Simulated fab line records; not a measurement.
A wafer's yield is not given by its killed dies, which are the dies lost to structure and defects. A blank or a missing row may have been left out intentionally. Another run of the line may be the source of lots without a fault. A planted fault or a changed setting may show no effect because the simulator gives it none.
fab line records	flow n5_finfet
record lots=7	wafers=21	last_day=18
route steps=1938 shown BEOL_M0_SAQP@652 BEOL_M4@1111 PASSIVATION@1936
lots untouched by any fault: they come from a run of this same line in which no faults occurred
start_h: the number of hours between the record's first day and the start of the first shown wafer of the lot	wait_h: hours from the lot's prior step to this one	" identical to the entry in the row above	L1.1+2: a single row standing in for several wafers	- no value, or no start given	* or withheld: withheld	< > ~ a bound
route shown NAME@n: NAME is a module with steps in the file, n the number in the route of the first one	usual: average and standard deviation across the fault-free wafers	same: alike in all rows	chamber/n: place in a boat	sites: per-site readings	_std_site: the values' standard deviation	_edge_site: the outer-site mean with the inner-site mean subtracted	radius_mm: for every site, how far away it sits from the centre of the wafer	mask NAME#n: copy n	behind: the last tool/chamber to shape the wafer	hold: reason for holding the lot/hours on hold/outcome of the hold	device: transistor that didn't switch, given as n, p or np	end of line: the tests these same wafers got at the end of their route	where a step has no rows: the recipe by itself	killed: count of dies lost to structure and defects at first sort (not the wafer's yield)	map: a wafer's dies, marking killed ones x, the rest . and places with no die _
set.NAME: the setting as run; set.NAME@STEP: as run at that earlier step	model.NAME: the simulator's own value behind a step, which no gauge read
one table for each step of the route and one row for each wafer, over a sample of lots
services: from which hour (start_h, from the record's first day; less than 0 if before it) a tool's chamber was out of use, for how many hours, and why
## steps
# step N5_BEOL_M0_SAQP_DESCUM_19
# recipe chemistry=O2	time_s=7.9	source_power_w=50	bias_power_w=20	pressure_mtorr=20	rf_frequency_hz=2.712e+07	temp_c=40	resist=CAR-ArF	o2_flow_sccm=225
# usual drypump_motor_current_A=5.9/0.43	o2_flow_sccm=224.9/0.69	oes_product_au=0.77/0.073	rf_vpp_V=243.0/1.7	showerhead_plenum_p_Torr=2.07/0.088	throttle_valve_pct=20.4/0.36
lot.wafer	tool	chamber	start_h	wait_h	drypump_motor_current_A	o2_flow_sccm	oes_product_au	rf_hours_counter_h	rf_vpp_V	showerhead_plenum_p_Torr	throttle_valve_pct
L234.3	rie_diel-06	1	135.70	0.0	6.5	224.9	0.92	23	244.1	2.20	20.1
L234.4	"	3	"	"	5.9	224.7	0.79	113	240.3	1.93	20.0
L234.6	"	3	"	"	5.9	225.5	0.80	-	240.3	1.93	20.0
L238.2	rie_diel-06	0	157.84	0.0	6.5	224.7	0.75	177	240.4	2.00	20.2
L238.3	"	2	"	"	5.7	224.8	0.71	238	244.7	2.05	20.9
L238.6	"	0	"	"	6.5	224.8	0.75	-	242.2	2.00	20.1
L245.1	rie_diel-06	0	198.32	0.1	6.5	225.4	0.74	189	240.5	2.00	20.2
L245.3	"	3	"	"	5.9	223.8	0.77	131	240.3	1.92	20.0
L245.4	"	2	"	"	5.6	224.0	0.70	250	242.0	2.05	21.0
L246.2	rie_diel-01	2	203.16	0.0	5.4	225.4	0.72	192	245.1	2.20	20.7
L246.3	"	3	"	"	5.4	224.7	0.77	148	244.4	2.09	20.8
L246.5	"	0	"	"	5.5	224.6	0.68	-	243.2	2.07	20.7
L250.1	rie_diel-03	2	226.77	0.0	6.2	225.4	0.69	217	245.2	2.12	20.4
L250.2	"	0	"	"	5.7	225.0	0.75	171	244.6	2.18	20.9
L250.3	"	1	"	"	6.8	225.5	0.67	213	241.2	1.99	20.9
L251.3	rie_diel-06	1	240.46	0.2	6.5	224.7	0.86	52	245.9	2.19	20.2
L251.5	"	3	"	"	5.9	225.5	0.76	-	239.7	1.92	20.0
L251.6	"	0	"	"	6.5	224.9	0.74	-	240.3	1.99	20.2
L252.2	rie_diel-01	3	246.54	0.0	5.4	224.7	0.76	156	243.7	2.09	20.8
L252.3	"	1	"	"	5.5	225.2	0.91	18	242.9	2.11	20.3
L252.5	"	1	"	"	5.5	224.7	0.89	-	243.5	2.11	20.2
# step N5_BEOL_M0_SAQP_ETCH_83
# recipe chemistry=CF4	target=SiARC	target_depth_a=390	mask_material=CAR-ArF	time_s=65	ion_energy_ev=80	pressure_mtorr=40	source_w=545	bias_w=36	Ar_flow_sccm=100	cf4_flow_sccm=100	ends=cleared
# usual bias_w=36.00/0.11	cf4_flow_sccm=99.96/0.28	drypump_motor_current_A=5.9/0.43	etch_rf_on_time_s=64.7/2.2	oes_product_au=0.65/0.062	rf_vpp_V=183.8/1.4	showerhead_plenum_p_Torr=2.13/0.087	throttle_valve_pct=15.7/0.31
lot.wafer	tool	chamber	start_h	wait_h	bias_w	cf4_flow_sccm	drypump_motor_current_A	etch_rf_on_time_s	oes_product_au	rf_hours_counter_h	rf_vpp_V	showerhead_plenum_p_Torr	throttle_valve_pct
L234.3	rie_diel-06	1	135.73	0.0	36.25	100.01	6.5	66.4	0.76	23	186.0	2.26	15.4
L234.4	"	3	"	"	36.03	100.14	5.9	61.9	0.69	113	182.1	1.99	15.3
L234.6	"	3	"	"	36.15	99.79	5.9	61.8	0.68	-	181.6	1.99	15.3
L238.2	rie_diel-06	0	157.87	0.0	35.95	100.24	6.5	62.3	0.66	177	182.9	2.04	15.3
L238.3	"	2	"	"	36.02	99.81	5.6	64.2	0.60	238	182.5	2.10	16.1
L238.6	"	0	"	"	35.82	99.99	6.5	63.0	0.65	-	181.9	2.04	15.3
L245.1	rie_diel-06	0	198.35	0.0	35.95	99.78	6.5	62.2	0.65	189	183.8	2.04	15.3
L245.3	"	3	"	"	36.03	99.84	5.9	62.5	0.67	131	182.3	1.99	15.3
L245.4	"	2	"	"	36.13	99.48	5.6	65.4	0.59	250	183.5	2.10	16.1
L246.2	rie_diel-01	2	203.20	0.0	35.82	99.48	5.4	66.1	0.61	192	184.1	2.21	15.7
L246.3	"	3	"	"	35.98	99.76	5.4	64.5	0.64	148	183.2	2.16	16.0
L246.5	"	0	"	"	36.10	100.20	5.5	66.3	0.59	-	183.2	2.13	16.0
L250.1	rie_diel-03	2	226.80	0.0	36.23	100.09	6.2	69.0	0.57	217	184.9	2.22	16.0
L250.2	"	0	"	"	35.68	100.22	5.7	67.2	0.63	171	184.4	2.21	15.9
L250.3	"	1	"	"	36.05	99.69	6.8	65.1	0.58	213	182.5	2.04	16.0
L251.3	rie_diel-06	1	240.49	0.0	35.81	99.81	6.5	66.3	0.72	52	186.3	2.25	15.5
L251.5	"	3	"	"	35.87	99.92	5.9	61.8	0.66	-	181.8	1.98	15.4
L251.6	"	0	"	"	35.94	100.06	6.5	62.8	0.64	-	182.8	2.04	15.4
L252.2	rie_diel-01	3	246.57	0.0	35.92	100.07	5.4	65.2	0.64	156	182.7	2.16	16.1
L252.3	"	1	"	"	35.96	100.12	5.5	64.8	0.78	18	185.2	2.19	15.6
L252.5	"	1	"	"	36.03	99.87	5.5	65.0	0.78	-	184.1	2.19	15.6
# step N5_BEOL_M0_SAQP_HM_OPEN_112
# recipe chemistry=CHF3/O2	target=SiO2	stop_on=a-Si	target_depth_a=120	over_etch_frac=1.25	mask_material=SOC	time_s=13.5	pressure_mtorr=30	source_w=650	bias_w=170	Ar_flow_sccm=200	CHF3_flow_sccm=50	O2_flow_sccm=5	ion_energy_ev=200	ends=end_point
# usual drypump_motor_current_A=5.9/0.43	oes_product_au=0.50/0.044	rf_vpp_V=521/18	showerhead_plenum_p_Torr=2.40/0.096	throttle_valve_pct=18.93/0.29
# same over_etch_frac=1.25
lot.wafer	tool	chamber	start_h	wait_h	drypump_motor_current_A	oes_product_au	rf_hours_counter_h	rf_vpp_V	showerhead_plenum_p_Torr	throttle_valve_pct
L234.3	rie_diel-06	1	135.89	0.0	6.5	0.60	23	529	2.56	18.78
L234.4	"	3	"	"	5.8	0.51	113	498	2.25	18.58
L234.6	"	3	"	"	5.8	0.51	-	498	2.25	18.58
L238.2	rie_diel-06	0	158.03	0.0	6.5	0.49	177	504	2.31	18.54
L238.3	"	2	"	"	5.6	0.46	238	529	2.38	19.44
L238.6	"	0	"	"	6.5	0.49	-	502	2.31	18.54
L245.1	rie_diel-06	0	198.51	0.0	6.5	0.48	189	502	2.30	18.56
L245.3	"	3	"	"	5.9	0.50	131	499	2.24	18.61
L245.4	"	2	"	"	5.7	0.46	250	528	2.38	19.43
L246.2	rie_diel-01	2	203.35	0.0	5.4	0.48	192	531	2.49	18.99
L246.3	"	3	"	"	5.4	0.50	148	517	2.41	19.17
L246.5	"	0	"	"	5.5	0.46	-	509	2.39	19.13
L250.1	rie_diel-03	2	226.96	0.0	6.2	0.44	217	562	2.48	19.07
L250.2	"	0	"	"	5.7	0.48	171	536	2.50	19.20
L250.3	"	1	"	"	6.8	0.45	213	515	2.30	19.22
L251.3	rie_diel-06	1	240.65	0.0	6.5	0.56	52	530	2.55	18.81
L251.5	"	3	"	"	5.8	0.48	-	499	2.24	18.63
L251.6	"	0	"	"	6.5	0.48	-	502	2.30	18.57
L252.2	rie_diel-01	3	246.73	0.0	5.4	0.48	156	519	2.41	19.18
L252.3	"	1	"	"	5.5	0.58	18	517	2.47	18.92
L252.5	"	1	"	"	5.5	0.59	-	518	2.47	18.91
# step N5_BEOL_M0_SAQP_MANDREL_ETCH_103
# recipe chemistry=HBr/Cl2	target=a-Si	target_depth_a=450	bt_time_s=10	stop_on=SiCN	mask_material=SiO2	over_etch_frac=0.8	time_s=27	pressure_mtorr=10	icp_w=800	bias_w=75	HBr_flow_sccm=150	Cl2_flow_sccm=80	ends=end_point
# usual HBr_flow_sccm=150.0/0.45	bias_w=75.03/0.24	drypump_motor_current_A=5.6/0.44	oes_product_au=0.672/0.012	over_etch_frac=0.8/0	throttle_valve_pct=35.5/0.33
lot.wafer	tool	chamber	start_h	wait_h	HBr_flow_sccm	bias_w	drypump_motor_current_A	oes_product_au	over_etch_frac	rf_hours_counter_h	throttle_valve_pct
L234.3	rie_si-01	0	137.44	0.0	150.8	75.29	5.0	0.672	0.8	149	35.4
L234.4	"	2	"	"	149.7	74.98	5.8	0.651	0.8	69	35.2
L234.6	"	2	"	"	149.3	75.02	5.8	0.652	0.8	-	35.2
L238.2	rie_si-04	0	159.85	0.0	149.0	75.53	5.5	0.666	0.8	111	35.6
L238.3	"	1	"	"	150.5	75.20	5.5	0.657	0.8	87	35.3
L238.6	"	0	"	"	149.6	75.30	5.5	0.666	0.8	-	35.6
L245.1	rie_si-01	0	200.59	0.0	-	-	-	-	-	-	-
L245.3	"	1	"	"	-	-	-	-	-	-	-
L245.4	"	0	"	"	-	-	-	-	-	-	-
L246.2	rie_si-04	0	205.08	0.0	-	-	-	-	-	-	-
L246.3	"	3	"	"	-	-	-	-	-	-	-
L246.5	"	0	"	"	-	-	-	-	-	-	-
L250.1	rie_si-01	1	228.56	0.0	149.7	74.91	5.2	0.668	0.8	12	35.2
L250.2	"	2	"	"	149.8	75.35	5.8	0.662	0.8	71	35.2
L250.3	"	0	"	"	150.3	75.21	5.0	0.679	0.8	150	35.4
L251.3	rie_si-04	3	242.45	0.0	149.9	75.04	5.6	0.665	0.8	147	35.6
L251.5	"	2	"	"	150.3	74.73	6.5	0.685	0.8	-	36.1
L251.6	"	1	"	"	150.1	74.46	5.5	0.655	0.8	-	35.2
L252.2	rie_si-01	1	248.32	0.0	150.6	75.33	5.2	0.671	0.8	12	35.2
L252.3	"	3	"	"	150.8	75.20	5.8	0.676	0.8	37	35.8
L252.5	"	0	"	"	150.1	74.94	5.0	0.690	0.8	-	35.3
# step N5_BEOL_M0_SAQP_ETCH_106
# recipe chemistry=N2/H2	target=SOC	target_depth_a=1500	stop_on=SiNx	ion_energy_ev=100	bias_w=61	pressure_mtorr=30	source_w=850	n2_flow_sccm=200	h2_flow_sccm=200
# usual bias_w=60.98/0.16	chamber_pressure_mTorr=29.999/0.029	drypump_motor_current_A=6.0/0.45	oes_product_au=0.77/0.078	rf_vpp_V=240.5/1.7	showerhead_plenum_p_Torr=2.53/0.12	throttle_valve_pct=17.87/0.26
lot.wafer	tool	chamber	start_h	wait_h	bias_w	chamber_pressure_mTorr	drypump_motor_current_A	oes_product_au	rf_hours_counter_h	rf_vpp_V	showerhead_plenum_p_Torr	throttle_valve_pct
L234.3	rie_diel-01	1	137.98	-	60.54	30.040	5.5	0.70	239	242.2	2.59	18.07
L234.4	"	3	"	"	61.09	29.958	5.4	0.76	126	239.9	2.59	18.45
L234.6	"	1	"	"	60.70	30.004	5.5	0.70	-	241.0	2.59	18.08
L238.2	rie_diel-06	2	160.60	-	60.98	29.991	5.7	0.70	240	239.4	2.48	18.21
L238.3	"	0	"	"	61.25	29.980	6.5	0.74	179	239.5	2.44	17.53
L238.6	"	2	"	"	61.37	30.021	5.7	0.70	-	239.3	2.48	18.23
L245.1	rie_diel-03	0	201.13	-	61.06	29.953	5.7	0.28	162	241.7	2.64	18.14
L245.3	"	1	"	"	60.82	29.952	6.8	0.26	204	239.0	2.41	18.01
L245.4	"	3	"	"	60.59	30.016	5.8	0.29	118	239.4	2.47	17.56
L246.2	rie_diel-06	3	205.60	-	61.25	29.992	5.9	0.29	133	238.1	2.35	17.57
L246.3	"	0	"	"	61.19	30.020	6.6	0.28	191	239.0	2.43	17.53
L246.5	"	3	"	"	60.99	29.962	5.9	0.29	-	237.9	2.35	17.58
L250.1	rie_diel-01	3	229.09	-	61.02	30.014	5.4	0.74	150	241.0	2.58	18.48
L250.2	"	2	"	"	61.01	29.953	5.4	0.71	201	242.3	2.63	18.01
L250.3	"	0	"	"	60.80	29.893	5.5	0.67	239	238.2	2.52	18.15
L251.3	rie_diel-06	0	242.97	-	61.03	29.993	6.5	0.73	203	238.4	2.43	17.59
L251.5	"	2	"	"	61.15	30.002	5.6	0.95	-	240.0	2.47	17.82
L251.6	"	3	"	"	61.16	29.995	5.8	0.75	-	238.6	2.34	17.64
L252.2	rie_diel-06	0	248.86	-	61.08	30.016	6.5	0.73	204	239.3	2.43	17.59
L252.3	"	3	"	"	61.35	29.984	5.9	0.75	146	238.9	2.34	17.65
L252.5	"	2	"	"	61.00	30.018	5.6	0.95	-	239.7	2.47	17.84
# step N5_BEOL_M4_RC_MEAS_101
# usual DIBL_N=36.4/2	DIBL_P=36.1/2.5	IOFF_N=0.16/0.037	IOFF_P=0.20/0.038	ION_N=670/13	ION_P=459/8.3	SS_N=71.6/0.69	SS_P=73.3/0.72	VT_N=250/3.4	VT_P=-251/3.1
lot.wafer	tool	chamber	start_h	wait_h	DIBL_N[mV/V]	DIBL_P[mV/V]	IOFF_N[nA/um]	IOFF_P[nA/um]	ION_N[uA/um]	ION_P[uA/um]	SS_N[mV/dec]	SS_P[mV/dec]	VT_N[mV]	VT_P[mV]
L234.3	prober-01	0	190.24	0.3	34.4	35.5	0.13	0.21	640	448	71.0	73.1	254	-250
L234.4	"	0	"	"	32.4	31.9	0.10	0.16	650	450	69.9	72.2	256	-253
L234.6	"	0	"	"	35.2	36.7	0.15	0.22	673	462	70.7	72.9	248	-248
L238.2	prober-01	0	207.50	0.2	36.6	35.8	0.15	0.22	653	456	71.7	72.9	252	-248
L238.3	"	0	"	"	36.1	34.4	0.14	0.21	664	462	70.7	72.8	250	-249
L238.6	"	0	"	"	34.6	32.6	0.13	0.18	661	461	70.5	73.0	252	-251
L250.1	prober-02	0	297.49	0.0	35.5	35.2	0.15	0.21	669	460	72.0	72.5	250	-250
L250.2	"	0	"	"	34.2	34.1	0.12	0.18	669	459	71.5	72.3	255	-251
L250.3	"	0	"	"	37.4	36.8	0.19	0.22	668	456	73.1	73.3	247	-249
L251.3	prober-02	0	300.32	0.3	35.4	36.3	0.14	0.18	678	464	70.8	73.9	252	-254
L251.5	"	0	"	"	37.1	36.9	0.15	0.18	657	441	71.9	73.3	253	-256
L251.6	"	0	"	"	35.8	36.5	0.14	0.18	663	458	71.3	73.5	250	-256
L252.2	prober-01	0	304.50	0.2	36.7	36.9	0.18	0.19	676	455	71.4	74.0	246	-254
L252.3	"	0	"	"	37.6	36.4	0.17	0.18	668	445	71.6	73.9	247	-255
L252.5	"	0	"	"	35.3	34.9	0.13	0.17	651	452	70.8	72.3	251	-256
# step N5_PASSIVATION_PROBE_49
# usual defect_limited_yield=91.2/1.6	killed_at_M0_to_M3=34/11	killed_at_M4_up=13/5.2	killed_at_contacts=13/6.3	killed_at_front_end=40/14	killed_at_other=3.2/2.4	killed_dies=104/19	killed_on_rim=14/4.2	killed_open=69/14	killed_short=32/7.5	sort_bin_5_function=5.3/1.1	sort_bin_6_memory=3.2/0.73	sort_bin_8_speed=0.01/0.038	sort_n_pass=1076/19	sort_yield_pct=91.2/1.6
# same gross_dies=1180	killed_at_back_side=0	sort_bin_4_leakage[%]=0
lot.wafer	tool	chamber	start_h	wait_h	defect_limited_yield[%]	killed_at_M0_to_M3	killed_at_M4_up	killed_at_contacts	killed_at_front_end	killed_at_other	killed_dies	killed_on_rim	killed_open	killed_short	sort_bin_5_function[%]	sort_bin_6_memory[%]	sort_bin_8_speed[%]	sort_n_pass	sort_yield_pct[%]
L234.3	prober-01	-	297.01	0.1	93.6	29	9	11	24	2	75	16	46	27	3.9	2.1	0.25	1102	93.4
L234.4	prober-01	-	297.06	0.2	93.0	25	8	17	31	2	83	16	54	28	3.8	3.0	0	1097	93.0
L234.6	prober-01	-	297.16	0.3	92.7	27	9	19	31	0	86	12	58	23	4.2	2.7	0	1094	92.7
L238.2	prober-02	-	315.64	0.1	91.1	25	9	16	54	1	105	14	74	30	5.1	3.2	0	1075	91.1
L238.3	prober-02	-	315.69	0.1	92.0	37	14	6	32	5	94	16	66	28	4.8	2.8	0	1086	92.0
L238.6	prober-02	-	315.84	0.3	92.3	41	5	7	31	7	91	14	66	23	4.3	3.1	0	1089	92.3
L245.1	prober-02	-	364.49	0.0	0	1113	16	15	32	4	1180	152	89	37	95.4	4.4	0	0	0
L245.3	prober-02	-	364.59	0.1	0	1107	12	14	44	3	1180	152	83	38	95.5	4.2	0	0	0
L245.4	prober-02	-	364.64	0.2	0	1116	12	17	31	4	1180	152	65	43	96.4	3.3	0	0	0
L246.2	prober-01	-	385.02	0.1	0	1099	16	15	49	1	1180	152	80	38	95.2	4.7	0	0	0
L246.3	prober-01	-	385.07	0.1	0	1108	9	15	45	3	1180	152	89	51	94.5	5.2	0	0	0
L246.5	prober-01	-	385.17	0.2	0	1103	20	8	48	1	1180	152	79	47	96.4	3.3	0	0	0
L250.1	prober-02	-	400.46	0.0	91.7	24	7	23	43	1	98	8	60	37	5.8	2.2	0	1082	91.7
L250.2	prober-02	-	400.51	0.1	90.9	49	11	8	38	1	107	12	69	33	5.8	2.8	0	1073	90.9
L250.3	prober-02	-	400.56	0.1	89.8	38	21	21	39	1	120	16	88	32	6.7	3.1	0	1060	89.8
# killed by level:class
L234.3 STI_FIN_REVEAL:geometric_particle:open=13 BEOL_M0_SAQP:geometric_particle:short=8 MOL_CONTACT_COAG:geometric_particle:open=6 MOL_CONTACT_COAG:geometric_particle:short=5 BEOL_M0:geometric_particle:open=5 STI_FIN_REVEAL:geometric_particle:short=4 BEOL_M0_SAQP:geometric_particle:open=4 BEOL_M2:geometric_particle:open=3
L234.4 MOL_CONTACT_COAG:geometric_particle:open=14 BEOL_M0_SAQP:geometric_particle:open=6 ILD0:geometric_particle:open=5 FIN_SAQP:geometric_particle:open=4 BEOL_M0_SAQP:geometric_particle:short=4 BEOL_M3:geometric_particle:short=4 BEOL_M3:geometric_particle:open=4 STARTING-WAFER:geometric_particle:short=4
L234.6 MOL_CONTACT_COAG:geometric_particle:open=16 BEOL_M3:geometric_particle:open=13 STI_FIN_REVEAL:geometric_particle:open=9 BEOL_M0_SAQP:geometric_particle:short=6 FIN_SAQP:geometric_particle:short=4 GATE_CUT:geometric_particle:short=4 MOL_CONTACT_COAG:geometric_particle:short=3 BEOL_M0_SAQP:geometric_particle:open=3
L238.2 MOL_CONTACT_COAG:geometric_particle:open=14 FIN_SAQP:geometric_particle:open=13 FIN_SAQP:geometric_particle:short=10 STI_FIN_REVEAL:geometric_particle:open=6 BEOL_M0:geometric_particle:open=6 ILD0:geometric_particle:short=5 GATE_CUT:geometric_particle:short=5 BEOL_M3:geometric_particle:open=5
L238.3 BEOL_M2:geometric_particle:open=12 BEOL_M4:geometric_particle:open=10 DUMMY_GATE:geometric_particle:open=5 GATE_CUT:geometric_particle:short=5 GATE_CUT:geometric_particle:open=5 MOL_CONTACT_COAG:geometric_particle:open=5 BEOL_M0_SAQP:geometric_particle:short=5 BEOL_M0:geometric_particle:open=5
L238.6 BEOL_M1:geometric_particle:open=14 FIN_SAQP:geometric_particle:open=10 BEOL_M0_SAQP:geometric_particle:open=7 BEOL_M2:geometric_particle:open=6 FIN_SAQP:geometric_particle:short=5 DUMMY_GATE:geometric_particle:open=4 MOL_CONTACT_COAG:geometric_particle:open=4 BEOL_M0:geometric_particle:open=4
L245.1 BEOL_M0_SAQP:area_etch=1054 MOL_CONTACT_COAG:geometric_particle:open=14 BEOL_M0_SAQP:geometric_particle:open=12 BEOL_M1:geometric_particle:open=10 BEOL_M2:geometric_particle:open=10 BEOL_M0_SAQP:geometric_particle:short=9 BEOL_M3:geometric_particle:open=9 FIN_SAQP:geometric_particle:open=7
L245.3 BEOL_M0_SAQP:area_etch=1058 BEOL_M2:geometric_particle:open=14 STI_FIN_REVEAL:geometric_particle:open=12 MOL_CONTACT_COAG:geometric_particle:open=9 BEOL_M0_SAQP:geometric_particle:open=9 FIN_SAQP:geometric_particle:open=8 BEOL_M1:geometric_particle:open=7 FIN_SAQP:geometric_particle:short=6
L245.4 BEOL_M0_SAQP:area_etch=1072 FIN_SAQP:geometric_particle:short=15 MOL_CONTACT_COAG:geometric_particle:open=14 BEOL_M0_SAQP:geometric_particle:short=13 BEOL_M1:geometric_particle:open=6 BEOL_M2:geometric_particle:open=6 FIN_SAQP:geometric_particle:open=5 BEOL_M3:geometric_particle:open=5
L246.2 BEOL_M0_SAQP:area_etch=1061 BEOL_M0_SAQP:geometric_particle:open=15 FIN_SAQP:geometric_particle:open=14 MOL_CONTACT_COAG:geometric_particle:open=10 GATE_CUT:geometric_particle:short=9 BEOL_M0_SAQP:geometric_particle:short=9 BEOL_M4:geometric_particle:open=9 DUMMY_GATE:geometric_particle:open=8
L246.3 BEOL_M0_SAQP:area_etch=1040 BEOL_M0_SAQP:geometric_particle:short=16 BEOL_M2:geometric_particle:open=14 FIN_SAQP:geometric_particle:open=13 BEOL_M0_SAQP:geometric_particle:open=12 BEOL_M1:geometric_particle:open=11 BEOL_M3:geometric_particle:open=11 FIN_SAQP:geometric_particle:short=9
L246.5 BEOL_M0_SAQP:area_etch=1052 FIN_SAQP:geometric_particle:open=14 BEOL_M3:geometric_particle:open=12 BEOL_M0_SAQP:geometric_particle:open=11 FIN_SAQP:geometric_particle:short=10 BEOL_M4:geometric_particle:open=9 BEOL_M0_SAQP:geometric_particle:short=8 MOL_CONTACT_COAG:geometric_particle:short=6
L250.1 MOL_CONTACT_COAG:geometric_particle:open=15 FIN_SAQP:geometric_particle:short=14 MOL_CONTACT_COAG:geometric_particle:short=8 STI_FIN_REVEAL:geometric_particle:open=7 FIN_SAQP:geometric_particle:open=6 BEOL_M2:geometric_particle:open=6 BEOL_M3:geometric_particle:open=5 BEOL_M0_SAQP:geometric_particle:open=5
L250.2 BEOL_M2:geometric_particle:open=18 BEOL_M0_SAQP:geometric_particle:short=10 BEOL_M1:geometric_particle:open=8 STI_FIN_REVEAL:geometric_particle:open=6 DUMMY_GATE:geometric_particle:open=6 MOL_CONTACT_COAG:geometric_particle:open=6 BEOL_M0:geometric_particle:open=6 FIN_SAQP:geometric_particle:short=5
L250.3 MOL_CONTACT_COAG:geometric_particle:open=16 BEOL_M2:geometric_particle:open=14 FIN_SAQP:geometric_particle:short=9 BEOL_M1:geometric_particle:open=9 STI_FIN_REVEAL:geometric_particle:open=8 FIN_SAQP:geometric_particle:open=7 DUMMY_GATE:geometric_particle:open=6 MOL_CONTACT_COAG:geometric_particle:short=5
## services
tool	chamber	start_h	hours	kind
rie_diel-01	0	116.14	1.5	repair
rie_diel-01	2	127.11	6.6	repair
rie_diel-03	2	140.26	5.8	repair
rie_diel-06	1	154.34	5.2	repair
rie_diel-01	1	176.55	-	clean
rie_diel-01	1	176.55	-	consumable_replace:focus_ring
rie_diel-01	1	176.55	15.4	scheduled_down
rie_diel-01	1	176.55	15.4	vent_cycle
rie_diel-06	2	198.77	-	clean
rie_diel-06	2	198.77	-	consumable_replace:focus_ring
rie_diel-06	2	198.77	24.8	scheduled_down
rie_diel-06	2	198.77	24.8	vent_cycle
rie_diel-06	-	199.41	3.9	repair
rie_si-01	3	200.01	3.4	repair
rie_diel-01	3	207.40	19.4	repair
## key
first_sign step=N5_BEOL_M0_SAQP_MANDREL_ETCH_103	reading=tool_record	direction=missing
effect step=N5_BEOL_M0_SAQP_ETCH_106	reading=oes_product_au	direction=down	sigmas=6.3	usual=0.77	struck=0.28
effect step=N5_PASSIVATION_PROBE_49	reading=killed_at_M0_to_M3	direction=up	sigmas=95	usual=34	struck=1108
more_kills_born_at N5_BEOL_M0_SAQP_MANDREL_ETCH_103@rie_si-01=3179	N5_BEOL_M0_SAQP_MANDREL_ETCH_103@rie_si-04=3153
met_at N5_BEOL_M0_SAQP_MANDREL_ETCH_103
struck_lots L245,L246
later_rows_left_out L245.1,L245.3,L245.4,L246.2,L246.3,L246.5
not_acting_at N5_BEOL_M0_SAQP_DESCUM_19,N5_BEOL_M0_SAQP_ETCH_83,N5_BEOL_M0_SAQP_HM_OPEN_112
onset_between 159.85 200.59
fault kind=skipped_step_whole	tool=rie_si-01,rie_si-04	chamber=-	onset_h=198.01	steps=N5_BEOL_M0_SAQP_MANDREL_ETCH_103	scope=struck_lots_only
# later_rows_left_out: the simulator's readings of these wafers behind a module that went badly wrong aren't trusted and aren't shown, but for the sort
